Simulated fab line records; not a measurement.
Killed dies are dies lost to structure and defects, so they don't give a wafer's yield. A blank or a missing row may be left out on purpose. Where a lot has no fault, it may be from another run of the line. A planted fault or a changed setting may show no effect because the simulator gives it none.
Matching of chambers -- flow nandHarc -- rieDiel-10 running NHARC_P_GATE_DESCUM_48: 4 sister chambers
The step chemistry O2, time 3 s. 16 wafers are shown with their chamber, then 8 later ones without.

== WAFERS WITH THEIR CHAMBER ==
wafer,chamber,showerheadPlenumPTorr (Torr),drypumpMotorCurrentA (A),rfVppV (V)
L078.1,1,1.77,5.4,56.2
L078.2,3,2.01,5.3,58.8
L078.3,0,1.83,5.2,58.3
L078.4,2,2.03,6.1,58.2
L078.5,1,1.77,5.5,57.8
L078.6,0,1.83,5.2,57.0
L079.1,0,1.83,5.2,58.6
L079.2,2,2.03,6.1,58.2
L079.3,1,1.77,5.4,57.7
L079.4,3,2.01,5.3,59.7
L079.5,0,1.83,5.2,56.9
L079.6,1,1.77,5.4,57.4
L081.1,0,1.82,5.2,58.5
L081.2,1,1.76,5.4,57.7
L081.3,3,2.00,5.3,57.5
L081.4,2,2.03,6.1,59.2

SIGNATURES (averages over the wafers above)
reading,chamber 0,chamber 1,chamber 2,chamber 3,scatter within a chamber
showerheadPlenumPTorr,1.8280,1.7680,2.0300,2.0067,0.00435
drypumpMotorCurrentA,5.200,5.420,6.100,5.300,0.0258
rfVppV,57.860,57.360,58.533,58.667,0.801
Rule: for each reading, subtract the chamber's mean from the wafer's reading, divide by that reading's scatter and square the result; add these up over the readings and take the root, which gives the wafer's distance from the chamber. The wafer belongs to the nearest chamber; if the next one is less than 2 further off, it can't be placed. The scatter: take each reading less its chamber's mean, square it, sum over the shown wafers, divide by the number of wafers less the number of chambers, and take the root.

== WAFERS WHOSE CHAMBER IS MISSING ==
wafer,showerheadPlenumPTorr (Torr),drypumpMotorCurrentA (A),rfVppV (V)
L081.5,1.82,5.3,57.2
L081.6,2.00,5.3,57.3
L082.1,1.76,5.4,58.0
L082.2,1.82,5.2,57.0
L082.3,2.00,5.3,56.9
L082.4,2.03,6.1,58.6
L082.5,1.76,5.4,56.5
L082.6,1.82,5.3,57.0

== EACH ONE'S CHAMBER ==
wafer,from the rows above,in truth
L081.5,0,0
L081.6,3,3
L082.1,1,1
L082.2,0,0
L082.3,3,3
L082.4,2,2
L082.5,1,1
L082.6,0,0
Placed correctly: 8 of 8. Can't be placed from these rows: 0. 0 placed wrongly.
